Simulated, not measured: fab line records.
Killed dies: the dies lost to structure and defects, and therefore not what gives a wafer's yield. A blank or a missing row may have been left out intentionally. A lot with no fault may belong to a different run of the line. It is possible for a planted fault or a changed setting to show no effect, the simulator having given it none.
fab line records / flow nandHarc
[record] lots = 5 wafers = 15 lastDay = 33
route steps=1302 shown A_M0@1148
lots that met no fault: from a run of the same line without faults
startH: the number of hours between the record's first day and the start of the first shown wafer of the lot / waitH: time in hours since the lot's previous step / " as in the row above / L1.1+2: several wafers, shown together as one row / - no value, or no start given / * or withheld: withheld / < > ~ a bound
route shown NAME@n: a module of which the file shows steps, and the number in the route of the first / usual: the fault-free wafers' mean and standard deviation / same: alike in all rows / chamber/n: place in a boat / sites: each site's reading / _std_site: standard deviation across them / _edge_site: outer sites' mean less inner sites' / radiusMm: for every site, how far away it sits from the centre of the wafer / mask NAME#n: copy n / behind: the most recent tool/chamber to have shaped the wafer / hold: why the lot was held/for how many hours/how that ended / device: names the non-switching transistor (n, p or np) / end of line: tests of these same wafers at the route's end / a step without rows: its recipe alone / killed: the dies lost at the first sort to structure and to defects; this is not the yield of the wafer / map: a wafer's dies, marking killed ones x, the rest . and places with no die _
set.NAME: the setting as run; set.NAME@STEP: as run at that earlier step / model.NAME: the simulator's own value behind a step, which no gauge read
a table for each step, a row for each wafer; lots at some steps of the route
services: from which hour (startH, from the record's first day; less than 0 if before it) a tool's chamber was out of use, for how many hours, and why
[[steps]]
[step NHARC_A_M0_OVL_MEAS_10]
[recipe] pitchNm = 160
[usual] overlayXNm = 0.0/0.88 overlayYNm = 0.1/1
lot.wafer=L999.2 tool=overlay-01 chamber=- startH=546.12 waitH=- overlayXNm=-1.0 overlayYNm=1.8
lot.wafer=L999.3 tool=overlay-01 chamber=- startH=546.12 waitH=- overlayXNm=-1.2 overlayYNm=2.1
lot.wafer=L999.4 tool=overlay-01 chamber=- startH=546.12 waitH=- overlayXNm=-0.9 overlayYNm=2.2
lot.wafer=L109.1 tool=overlay-01 chamber=- startH=647.52 waitH=- overlayXNm=-0.7 overlayYNm=1.3
lot.wafer=L109.2 tool=overlay-01 chamber=- startH=647.52 waitH=- overlayXNm=-0.7 overlayYNm=0.5
lot.wafer=L109.3 tool=overlay-01 chamber=- startH=647.52 waitH=- overlayXNm=-0.4 overlayYNm=1.7
lot.wafer=L111.1 tool=overlay-02 chamber=- startH=665.46 waitH=- overlayXNm=0.0 overlayYNm=1.2
lot.wafer=L111.2 tool=overlay-02 chamber=- startH=665.46 waitH=- overlayXNm=0.4 overlayYNm=1.2
lot.wafer=L111.4 tool=overlay-02 chamber=- startH=665.46 waitH=- overlayXNm=-0.5 overlayYNm=1.0
lot.wafer=L116.2 tool=overlay-02 chamber=- startH=723.11 waitH=- overlayXNm=2.5 overlayYNm=0.8
lot.wafer=L116.3 tool=overlay-02 chamber=- startH=723.11 waitH=- overlayXNm=2.3 overlayYNm=1.1
lot.wafer=L116.5 tool=overlay-02 chamber=- startH=723.11 waitH=- overlayXNm=1.3 overlayYNm=1.4
lot.wafer=L119.3 tool=overlay-02 chamber=- startH=752.82 waitH=- overlayXNm=0.2 overlayYNm=-1.6
lot.wafer=L119.5 tool=overlay-02 chamber=- startH=752.82 waitH=- overlayXNm=0.1 overlayYNm=-1.3
lot.wafer=L119.6 tool=overlay-02 chamber=- startH=752.82 waitH=- overlayXNm=0.4 overlayYNm=-1.3
[step NHARC_A_M0_INSPECT_11]
[usual] rawDefectCount = 84/37
lot.wafer=L999.2 tool=defectInspect-02 chamber=- startH=546.16 waitH=0.0 rawDefectCount=111
lot.wafer=L999.3 tool=defectInspect-02 chamber=- startH=546.16 waitH=0.0 rawDefectCount=120
lot.wafer=L999.4 tool=defectInspect-02 chamber=- startH=546.16 waitH=0.0 rawDefectCount=124
lot.wafer=L109.1 tool=defectInspect-01 chamber=- startH=647.55 waitH=0.0 rawDefectCount=82
lot.wafer=L109.2 tool=defectInspect-01 chamber=- startH=647.55 waitH=0.0 rawDefectCount=79
lot.wafer=L109.3 tool=defectInspect-01 chamber=- startH=647.55 waitH=0.0 rawDefectCount=93
lot.wafer=L111.1 tool=defectInspect-02 chamber=- startH=665.49 waitH=0.0 rawDefectCount=105
lot.wafer=L111.2 tool=defectInspect-02 chamber=- startH=665.49 waitH=0.0 rawDefectCount=104
lot.wafer=L111.4 tool=defectInspect-02 chamber=- startH=665.49 waitH=0.0 rawDefectCount=96
lot.wafer=L116.2 tool=defectInspect-01 chamber=- startH=723.15 waitH=0.0 rawDefectCount=88
lot.wafer=L116.3 tool=defectInspect-01 chamber=- startH=723.15 waitH=0.0 rawDefectCount=110
lot.wafer=L116.5 tool=defectInspect-01 chamber=- startH=723.15 waitH=0.0 rawDefectCount=79
lot.wafer=L119.3 tool=defectInspect-01 chamber=- startH=752.85 waitH=0.0 rawDefectCount=27
lot.wafer=L119.5 tool=defectInspect-01 chamber=- startH=752.85 waitH=0.0 rawDefectCount=31
lot.wafer=L119.6 tool=defectInspect-01 chamber=- startH=752.85 waitH=0.0 rawDefectCount=26
[step NHARC_A_M0_DESCUM_14]
[recipe] timeS = 3 o2FlowSccm = 200 arFlowSccm = 0 biasPowerW = 0 chemistry = O2
[step NHARC_A_M0_ETCH_34]
[recipe] targetDepthA = 400 overetchA = 120 timeS = 43.94 ionEnergyEv = 200 n2FlowSccm = 150 h2FlowSccm = 150 arFlowSccm = 0 rfW = 400 biasW = 150 chemistry = N2/H2
[step NHARC_A_M0_ETCH_15]
[recipe] targetDepthA = 1500 overetchA = 150 timeS = 82.5 c4f8FlowSccm = withheld arFlowSccm = 400 rfW = 600 biasW = 300 chemistry = C4F8/Ar
[usual] oesProductAu = 0.945/0.024 rfFwdPowerW = 596.0/2.1 rfVppV = 441.0/2.8
lot.wafer=L999.3 tool=rieDiel-02 chamber=3 startH=- waitH=- oesProductAu=0.962 rfFwdPowerW=593.2 rfHoursCounterH=6.3 rfVppV=440.9
lot.wafer=L999.2 tool=rieDiel-02 chamber=0 startH=- waitH=- oesProductAu=0.967 rfFwdPowerW=597.4 rfHoursCounterH=5.8 rfVppV=438.9
lot.wafer=L999.4 tool=rieDiel-02 chamber=1 startH=- waitH=- oesProductAu=0.969 rfFwdPowerW=595.8 rfHoursCounterH=5.7 rfVppV=443.0
lot.wafer=L109.3 tool=rieDiel-02 chamber=3 startH=- waitH=- oesProductAu=0.979 rfFwdPowerW=595.9 rfHoursCounterH=3.0 rfVppV=440.5
lot.wafer=L109.1 tool=rieDiel-02 chamber=1 startH=- waitH=- oesProductAu=0.957 rfFwdPowerW=595.9 rfHoursCounterH=2.9 rfVppV=442.4
lot.wafer=L109.2 tool=rieDiel-02 chamber=2 startH=- waitH=- oesProductAu=0.973 rfFwdPowerW=597.0 rfHoursCounterH=2.8 rfVppV=443.8
lot.wafer=L111.4 tool=rieDiel-02 chamber=2 startH=- waitH=- oesProductAu=0.964 rfFwdPowerW=596.9 rfHoursCounterH=3.5 rfVppV=445.1
lot.wafer=L111.2 tool=rieDiel-02 chamber=0 startH=- waitH=- oesProductAu=0.987 rfFwdPowerW=597.2 rfHoursCounterH=4.1 rfVppV=438.6
lot.wafer=L111.1 tool=rieDiel-02 chamber=1 startH=- waitH=- oesProductAu=0.966 rfFwdPowerW=596.6 rfHoursCounterH=3.9 rfVppV=444.2
lot.wafer=L116.3 tool=rieDiel-02 chamber=1 startH=- waitH=- oesProductAu=0.925 rfFwdPowerW=597.1 rfHoursCounterH=5.9 rfVppV=444.4
lot.wafer=L116.2 tool=rieDiel-02 chamber=2 startH=- waitH=- oesProductAu=0.931 rfFwdPowerW=600.4 rfHoursCounterH=5.8 rfVppV=444.5
lot.wafer=L116.5 tool=rieDiel-02 chamber=0 startH=- waitH=- oesProductAu=0.921 rfFwdPowerW=595.7 rfHoursCounterH=- rfVppV=437.6
lot.wafer=L119.3 tool=rieDiel-07 chamber=1 startH=- waitH=- oesProductAu=0.920 rfFwdPowerW=594.6 rfHoursCounterH=5.5 rfVppV=437.5
lot.wafer=L119.5 tool=rieDiel-07 chamber=3 startH=- waitH=- oesProductAu=0.919 rfFwdPowerW=596.9 rfHoursCounterH=- rfVppV=444.4
lot.wafer=L119.6 tool=rieDiel-07 chamber=0 startH=- waitH=- oesProductAu=0.930 rfFwdPowerW=596.4 rfHoursCounterH=- rfVppV=443.8
[step NHARC_A_M0_CD_MEAS_16]
[usual] cdNm = 80.0/0.62
lot.wafer=L999.2 tool=cdSem-03 chamber=- startH=546.52 waitH=- cdNm=80.7
lot.wafer=L999.3 tool=cdSem-03 chamber=- startH=546.52 waitH=- cdNm=79.9
lot.wafer=L999.4 tool=cdSem-03 chamber=- startH=546.52 waitH=- cdNm=80.8
lot.wafer=L109.1 tool=cdSem-01 chamber=- startH=647.91 waitH=- cdNm=79.2
lot.wafer=L109.2 tool=cdSem-01 chamber=- startH=647.91 waitH=- cdNm=79.7
lot.wafer=L109.3 tool=cdSem-01 chamber=- startH=647.91 waitH=- cdNm=79.5
lot.wafer=L111.1 tool=cdSem-02 chamber=- startH=665.85 waitH=- cdNm=80.9
lot.wafer=L111.2 tool=cdSem-02 chamber=- startH=665.85 waitH=- cdNm=80.3
lot.wafer=L111.4 tool=cdSem-02 chamber=- startH=665.85 waitH=- cdNm=80.7
lot.wafer=L116.2 tool=cdSem-02 chamber=- startH=723.52 waitH=- cdNm=78.8
lot.wafer=L116.3 tool=cdSem-02 chamber=- startH=723.52 waitH=- cdNm=79.9
lot.wafer=L116.5 tool=cdSem-02 chamber=- startH=723.52 waitH=- cdNm=79.7
lot.wafer=L119.3 tool=cdSem-01 chamber=- startH=753.22 waitH=- cdNm=79.3
lot.wafer=L119.5 tool=cdSem-01 chamber=- startH=753.22 waitH=- cdNm=80.1
lot.wafer=L119.6 tool=cdSem-01 chamber=- startH=753.22 waitH=- cdNm=79.7
[step NHARC_A_M0_STRIP_18]
[recipe] powerW = 1000 n2FlowSccm = 150 h2FlowSccm = 150 arFlowSccm = 0 biasW = 0 chemistry = N2/H2
[usual] drypumpMotorCurrentA = 5.7/0.39 oesProductAu = 0.999/0.0073 rfFwdPowerW = 998/3.1 rfVppV = 90.5/1 showerheadPlenumPTorr = 2.00/0.097 throttleValvePct = 14.169/0.009
lot.wafer=L999.4 tool=rieDiel-09 chamber=2 startH=546.59 waitH=0.1 drypumpMotorCurrentA=5.9 oesProductAu=1.004 rfFwdPowerW=991 rfHoursCounterH=3.4 rfVppV=89.6 showerheadPlenumPTorr=1.91 throttleValvePct=14.173
lot.wafer=L999.2 tool=rieDiel-09 chamber=0 startH=546.59 waitH=0.1 drypumpMotorCurrentA=5.6 oesProductAu=0.998 rfFwdPowerW=996 rfHoursCounterH=3.2 rfVppV=89.6 showerheadPlenumPTorr=1.89 throttleValvePct=14.172
lot.wafer=L999.3 tool=rieDiel-09 chamber=1 startH=546.59 waitH=0.1 drypumpMotorCurrentA=5.8 oesProductAu=0.998 rfFwdPowerW=994 rfHoursCounterH=3.5 rfVppV=90.5 showerheadPlenumPTorr=1.95 throttleValvePct=14.172
lot.wafer=L109.3 tool=rieDiel-09 chamber=0 startH=648.01 waitH=0.1 drypumpMotorCurrentA=5.6 oesProductAu=0.988 rfFwdPowerW=998 rfHoursCounterH=9.2 rfVppV=89.7 showerheadPlenumPTorr=1.89 throttleValvePct=14.170
lot.wafer=L109.1 tool=rieDiel-09 chamber=1 startH=648.01 waitH=0.1 drypumpMotorCurrentA=5.8 oesProductAu=0.993 rfFwdPowerW=1000 rfHoursCounterH=9.7 rfVppV=90.8 showerheadPlenumPTorr=1.95 throttleValvePct=14.162
lot.wafer=L109.2 tool=rieDiel-09 chamber=2 startH=648.01 waitH=0.1 drypumpMotorCurrentA=5.9 oesProductAu=0.992 rfFwdPowerW=996 rfHoursCounterH=8.9 rfVppV=89.7 showerheadPlenumPTorr=1.91 throttleValvePct=14.168
lot.wafer=L111.2 tool=rieDiel-07 chamber=2 startH=665.93 waitH=0.1 drypumpMotorCurrentA=5.1 oesProductAu=1.009 rfFwdPowerW=995 rfHoursCounterH=0.2 rfVppV=91.5 showerheadPlenumPTorr=2.12 throttleValvePct=14.181
lot.wafer=L111.1 tool=rieDiel-07 chamber=0 startH=665.93 waitH=0.1 drypumpMotorCurrentA=5.6 oesProductAu=0.996 rfFwdPowerW=1001 rfHoursCounterH=0.1 rfVppV=91.8 showerheadPlenumPTorr=2.09 throttleValvePct=14.159
lot.wafer=L111.4 tool=rieDiel-07 chamber=1 startH=665.93 waitH=0.1 drypumpMotorCurrentA=5.4 oesProductAu=1.000 rfFwdPowerW=998 rfHoursCounterH=0.2 rfVppV=90.7 showerheadPlenumPTorr=1.94 throttleValvePct=14.178
lot.wafer=L116.3 tool=rieDiel-07 chamber=0 startH=723.59 waitH=0.1 drypumpMotorCurrentA=5.6 oesProductAu=1.003 rfFwdPowerW=997 rfHoursCounterH=3.6 rfVppV=91.3 showerheadPlenumPTorr=2.09 throttleValvePct=14.169
lot.wafer=L116.2 tool=rieDiel-07 chamber=2 startH=723.59 waitH=0.1 drypumpMotorCurrentA=5.1 oesProductAu=1.004 rfFwdPowerW=998 rfHoursCounterH=3.7 rfVppV=90.4 showerheadPlenumPTorr=2.12 throttleValvePct=14.157
lot.wafer=L116.5 tool=rieDiel-07 chamber=0 startH=723.59 waitH=0.1 drypumpMotorCurrentA=5.6 oesProductAu=1.003 rfFwdPowerW=1001 rfHoursCounterH=- rfVppV=90.1 showerheadPlenumPTorr=2.09 throttleValvePct=14.155
lot.wafer=L119.3 tool=rieDiel-09 chamber=3 startH=753.31 waitH=0.1 drypumpMotorCurrentA=6.3 oesProductAu=0.996 rfFwdPowerW=997 rfHoursCounterH=5.4 rfVppV=90.3 showerheadPlenumPTorr=1.92 throttleValvePct=14.172
lot.wafer=L119.6 tool=rieDiel-09 chamber=2 startH=753.31 waitH=0.1 drypumpMotorCurrentA=5.9 oesProductAu=1.008 rfFwdPowerW=996 rfHoursCounterH=- rfVppV=90.4 showerheadPlenumPTorr=1.90 throttleValvePct=14.176
lot.wafer=L119.5 tool=rieDiel-09 chamber=3 startH=753.31 waitH=0.1 drypumpMotorCurrentA=6.4 oesProductAu=0.999 rfFwdPowerW=997 rfHoursCounterH=- rfVppV=90.1 showerheadPlenumPTorr=1.92 throttleValvePct=14.175
[step NHARC_A_M0_STRIP_19]
[recipe] timeS = 600 tempC = 30 chemistry = postEtchResidueRemover
[step NHARC_A_M0_DEGAS_28]
[recipe] tempC = 250 timeS = 60
[usual] heaterPowerW = 324/35
lot.wafer=L999.2 tool=pvdSputter-01 chamber=- startH=547.14 waitH=- heaterPowerW=353
lot.wafer=L999.3 tool=pvdSputter-01 chamber=- startH=547.14 waitH=- heaterPowerW=308
lot.wafer=L999.4 tool=pvdSputter-01 chamber=- startH=547.14 waitH=- heaterPowerW=308
lot.wafer=L109.2 tool=pvdSputter-02 chamber=- startH=648.54 waitH=- heaterPowerW=322
lot.wafer=L109.1 tool=pvdSputter-02 chamber=- startH=648.54 waitH=- heaterPowerW=264
lot.wafer=L109.3 tool=pvdSputter-02 chamber=- startH=648.54 waitH=- heaterPowerW=297
lot.wafer=L111.1 tool=pvdSputter-02 chamber=- startH=666.48 waitH=- heaterPowerW=393
lot.wafer=L111.2 tool=pvdSputter-02 chamber=- startH=666.48 waitH=- heaterPowerW=275
lot.wafer=L111.4 tool=pvdSputter-02 chamber=- startH=666.48 waitH=- heaterPowerW=295
lot.wafer=L116.3 tool=pvdSputter-03 chamber=- startH=724.13 waitH=- heaterPowerW=282
lot.wafer=L116.2 tool=pvdSputter-03 chamber=- startH=724.13 waitH=- heaterPowerW=360
lot.wafer=L116.5 tool=pvdSputter-03 chamber=- startH=724.13 waitH=- heaterPowerW=289
lot.wafer=L119.3 tool=pvdSputter-01 chamber=- startH=753.82 waitH=- heaterPowerW=351
lot.wafer=L119.6 tool=pvdSputter-01 chamber=- startH=753.82 waitH=- heaterPowerW=346
lot.wafer=L119.5 tool=pvdSputter-01 chamber=- startH=753.82 waitH=- heaterPowerW=342
[step NHARC_A_M0_PRE_CLEAN_29]
[recipe] timeS = 30 tempC = 280 gas = H2/He
[usual] heaterPowerW = 396/40
lot.wafer=L999.3 tool=pvdSputter-01 chamber=- startH=- waitH=- heaterPowerW=429
lot.wafer=L999.4 tool=pvdSputter-01 chamber=- startH=- waitH=- heaterPowerW=369
lot.wafer=L999.2 tool=pvdSputter-01 chamber=- startH=- waitH=- heaterPowerW=425
lot.wafer=L109.1 tool=pvdSputter-02 chamber=- startH=- waitH=- heaterPowerW=381
lot.wafer=L109.2 tool=pvdSputter-02 chamber=- startH=- waitH=- heaterPowerW=329
lot.wafer=L109.3 tool=pvdSputter-02 chamber=- startH=- waitH=- heaterPowerW=368
lot.wafer=L111.4 tool=pvdSputter-02 chamber=- startH=- waitH=- heaterPowerW=383
lot.wafer=L111.1 tool=pvdSputter-02 chamber=- startH=- waitH=- heaterPowerW=464
lot.wafer=L111.2 tool=pvdSputter-02 chamber=- startH=- waitH=- heaterPowerW=334
lot.wafer=L116.2 tool=pvdSputter-03 chamber=- startH=- waitH=- heaterPowerW=351
lot.wafer=L116.3 tool=pvdSputter-03 chamber=- startH=- waitH=- heaterPowerW=384
lot.wafer=L116.5 tool=pvdSputter-03 chamber=- startH=- waitH=- heaterPowerW=396
lot.wafer=L119.3 tool=pvdSputter-01 chamber=- startH=- waitH=- heaterPowerW=399
lot.wafer=L119.6 tool=pvdSputter-01 chamber=- startH=- waitH=- heaterPowerW=395
lot.wafer=L119.5 tool=pvdSputter-01 chamber=- startH=- waitH=- heaterPowerW=413
[step NHARC_A_M0_PVD_20]
[recipe] targetThkA = 50 biasV = 168.6 powerW = 15000 chamberPressurePa = 0.12 timeS = 8.06 substrateTempC = 50 material = TaN
[usual] biasV = 168.6/1.7 throttleValvePct = 30.2/1.2
lot.wafer=L999.2 tool=pvdSputter-01 chamber=- startH=- waitH=- biasV=165.6 throttleValvePct=28.3
lot.wafer=L999.4 tool=pvdSputter-01 chamber=- startH=- waitH=- biasV=167.9 throttleValvePct=28.7
lot.wafer=L999.3 tool=pvdSputter-01 chamber=- startH=- waitH=- biasV=167.1 throttleValvePct=31.7
lot.wafer=L109.3 tool=pvdSputter-02 chamber=- startH=- waitH=- biasV=170.4 throttleValvePct=30.9
lot.wafer=L109.2 tool=pvdSputter-02 chamber=- startH=- waitH=- biasV=169.3 throttleValvePct=30.7
lot.wafer=L109.1 tool=pvdSputter-02 chamber=- startH=- waitH=- biasV=168.8 throttleValvePct=32.6
lot.wafer=L111.4 tool=pvdSputter-02 chamber=- startH=- waitH=- biasV=172.1 throttleValvePct=31.1
lot.wafer=L111.1 tool=pvdSputter-02 chamber=- startH=- waitH=- biasV=169.0 throttleValvePct=30.7
lot.wafer=L111.2 tool=pvdSputter-02 chamber=- startH=- waitH=- biasV=168.6 throttleValvePct=32.3
lot.wafer=L116.2 tool=pvdSputter-03 chamber=- startH=- waitH=- biasV=165.3 throttleValvePct=30.4
lot.wafer=L116.3 tool=pvdSputter-03 chamber=- startH=- waitH=- biasV=170.1 throttleValvePct=29.1
lot.wafer=L116.5 tool=pvdSputter-03 chamber=- startH=- waitH=- biasV=166.2 throttleValvePct=29.3
lot.wafer=L119.3 tool=pvdSputter-01 chamber=- startH=- waitH=- biasV=168.4 throttleValvePct=29.0
lot.wafer=L119.6 tool=pvdSputter-01 chamber=- startH=- waitH=- biasV=167.8 throttleValvePct=29.0
lot.wafer=L119.5 tool=pvdSputter-01 chamber=- startH=- waitH=- biasV=169.6 throttleValvePct=31.5
[step NHARC_A_M0_PVD_21]
[recipe] targetThkA = 300 chamberPressurePa = 5 powerW = 5000 substrateTempC = 30 timeS = 20.49 material = Cu
[step NHARC_A_M0_ECD_22]
[recipe] targetThkA = 4000 bathTempC = 25 material = Cu
lot.wafer=L999.2+3+4 tool=ecdCu-02 chamber=0,0,1 startH=547.49 waitH=-
lot.wafer=L109.2+1+3 tool=ecdCu-01 chamber=1,0,1 startH=648.90 waitH=-
lot.wafer=L111.1+2+4 tool=ecdCu-02 chamber=1,0,1 startH=666.83 waitH=-
lot.wafer=L116.2+3+5 tool=ecdCu-01 chamber=0,1,0 startH=724.56 waitH=-
lot.wafer=L119.3+6+5 tool=ecdCu-01 chamber=1,0,1 startH=754.34 waitH=-
[step NHARC_A_M0_ANNEAL_30]
[recipe] tempC = 225 timeS = 90
[step NHARC_A_M0_CMP_23]
[recipe] tOverpolishS = 20 targetThkNm = 113.75
[usual] motorCurrentA = 12.4/1.2 timeToEndpointS = 28.4/2.2
[same] tOverpolishS = 20
lot.wafer=L999.4 tool=cmp-03 chamber=0 startH=548.22 waitH=- motorCurrentA=12.6 timeToEndpointS=29.8
lot.wafer=L999.2 tool=cmp-03 chamber=1 startH=548.22 waitH=- motorCurrentA=13.5 timeToEndpointS=27.1
lot.wafer=L999.3 tool=cmp-03 chamber=3 startH=548.22 waitH=- motorCurrentA=10.9 timeToEndpointS=30.0
lot.wafer=L109.1 tool=cmp-03 chamber=0 startH=649.62 waitH=- motorCurrentA=13.3 timeToEndpointS=28.1
lot.wafer=L109.3 tool=cmp-03 chamber=2 startH=649.62 waitH=- motorCurrentA=10.8 timeToEndpointS=27.0
lot.wafer=L109.2 tool=cmp-03 chamber=3 startH=649.62 waitH=- motorCurrentA=10.4 timeToEndpointS=29.6
lot.wafer=L111.1 tool=cmp-03 chamber=1 startH=667.69 waitH=- motorCurrentA=12.9 timeToEndpointS=9.4
lot.wafer=L111.2 tool=cmp-03 chamber=2 startH=667.69 waitH=- motorCurrentA=11.0 timeToEndpointS=29.6
lot.wafer=L111.4 tool=cmp-03 chamber=0 startH=667.69 waitH=- motorCurrentA=13.2 timeToEndpointS=9.9
lot.wafer=L116.3 tool=cmp-01 chamber=0 startH=725.26 waitH=- motorCurrentA=12.3 timeToEndpointS=30.1
lot.wafer=L116.2 tool=cmp-01 chamber=3 startH=725.26 waitH=- motorCurrentA=11.2 timeToEndpointS=30.0
lot.wafer=L116.5 tool=cmp-01 chamber=1 startH=725.26 waitH=- motorCurrentA=13.3 timeToEndpointS=32.1
lot.wafer=L119.3 tool=cmp-04 chamber=3 startH=754.92 waitH=- motorCurrentA=14.3 timeToEndpointS=28.1
lot.wafer=L119.5 tool=cmp-04 chamber=3 startH=754.92 waitH=- motorCurrentA=15.1 timeToEndpointS=29.0
lot.wafer=L119.6 tool=cmp-04 chamber=0 startH=754.92 waitH=- motorCurrentA=11.5 timeToEndpointS=29.9
[step NHARC_A_M0_THK_MEAS_24]
[recipe] thkMeasGauge = xrf
[usual] thkNm = 113.6/1.4
lot.wafer=L999.2 tool=filmMetro-02 chamber=- startH=548.54 waitH=- thkNm=112.5
lot.wafer=L999.3 tool=filmMetro-02 chamber=- startH=548.54 waitH=- thkNm=114.8
lot.wafer=L999.4 tool=filmMetro-02 chamber=- startH=548.54 waitH=- thkNm=111.9
lot.wafer=L109.1 tool=filmMetro-01 chamber=- startH=649.93 waitH=- thkNm=113.8
lot.wafer=L109.2 tool=filmMetro-01 chamber=- startH=649.93 waitH=- thkNm=115.6
lot.wafer=L109.3 tool=filmMetro-01 chamber=- startH=649.93 waitH=- thkNm=116.1
lot.wafer=L111.1 tool=filmMetro-02 chamber=- startH=668.00 waitH=- thkNm=115.0
lot.wafer=L111.2 tool=filmMetro-02 chamber=- startH=668.00 waitH=- thkNm=112.3
lot.wafer=L111.4 tool=filmMetro-02 chamber=- startH=668.00 waitH=- thkNm=115.0
lot.wafer=L116.2 tool=filmMetro-02 chamber=- startH=725.57 waitH=- thkNm=112.0
lot.wafer=L116.3 tool=filmMetro-02 chamber=- startH=725.57 waitH=- thkNm=115.7
lot.wafer=L116.5 tool=filmMetro-02 chamber=- startH=725.57 waitH=- thkNm=114.0
lot.wafer=L119.3 tool=filmMetro-02 chamber=- startH=755.25 waitH=- thkNm=115.7
lot.wafer=L119.5 tool=filmMetro-02 chamber=- startH=755.25 waitH=- thkNm=114.4
lot.wafer=L119.6 tool=filmMetro-02 chamber=- startH=755.25 waitH=- thkNm=115.4
[[services]]
tool=pvdSputter-03 chamber=- startH=526.00 hours=10.0 kind=pm
tool=pvdSputter-02 chamber=- startH=552.21 hours=1.7 kind=repair
tool=cmp-03 chamber=- startH=564.53 hours=2.1 kind=repair
tool=rieDiel-02 chamber=- startH=570.70 hours=9.0 kind=pm
tool=cmp-03 chamber=- startH=575.38 hours=1.0 kind=repair
tool=cmp-03 chamber=- startH=576.39 hours=4.0 kind=pm
tool=pvdSputter-01 chamber=- startH=582.05 hours=10.0 kind=pm
tool=cmp-03 chamber=- startH=589.59 hours=1.7 kind=repair
tool=rieDiel-07 chamber=0 startH=616.95 hours=3.6 kind=repair
tool=cmp-03 chamber=- startH=620.90 hours=0.2 kind=repair
tool=ecdCu-01 chamber=- startH=628.35 hours=0.3 kind=repair
tool=pvdSputter-02 chamber=- startH=638.08 hours=10.0 kind=pm
tool=rieDiel-09 chamber=- startH=640.04 hours=0.2 kind=repair
tool=rieDiel-07 chamber=- startH=648.21 hours=9.0 kind=pm
tool=rieDiel-07 chamber=0 startH=668.24 hours=2.6 kind=repair
tool=rieDiel-07 chamber=3 startH=670.62 hours=9.4 kind=repair
tool=rieDiel-09 chamber=- startH=674.15 hours=9.0 kind=pm
tool=cmp-03 chamber=- startH=674.39 hours=4.0 kind=pm
tool=ecdCu-01 chamber=- startH=688.06 hours=8.0 kind=pm
tool=pvdSputter-03 chamber=- startH=704.00 hours=10.0 kind=pm
tool=pvdSputter-02 chamber=- startH=720.93 hours=2.3 kind=repair
tool=pvdSputter-01 chamber=- startH=732.10 hours=0.5 kind=repair
tool=pvdSputter-01 chamber=- startH=746.46 hours=5.1 kind=repair
tool=rieDiel-02 chamber=- startH=747.70 hours=9.0 kind=pm
[[key]]
[firstSign] step = NHARC_A_M0_CMP_23 reading = timeToEndpointS direction = down sigmas = 8.4 usual = * struck = *
effect none on later readings
metAt NHARC_A_M0_ECD_22
struckWafers L111.1,L111.4
sortLeftOut L111.1,L111.4
onsetBetween 547.49 666.83
[fault] kind = processParameterDrift tool = ecdCu-02 chamber = - onsetH = 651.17 steps = NHARC_A_M0_ECD_22 channel = targetThkA offset = * shape = step endH = 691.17 scope = struckWafersOnly actsIn = * stated = *
// sortLeftOut: the simulated sort isn't trusted on such a fault, so these wafers' sort isn't shown, and their yield isn't known
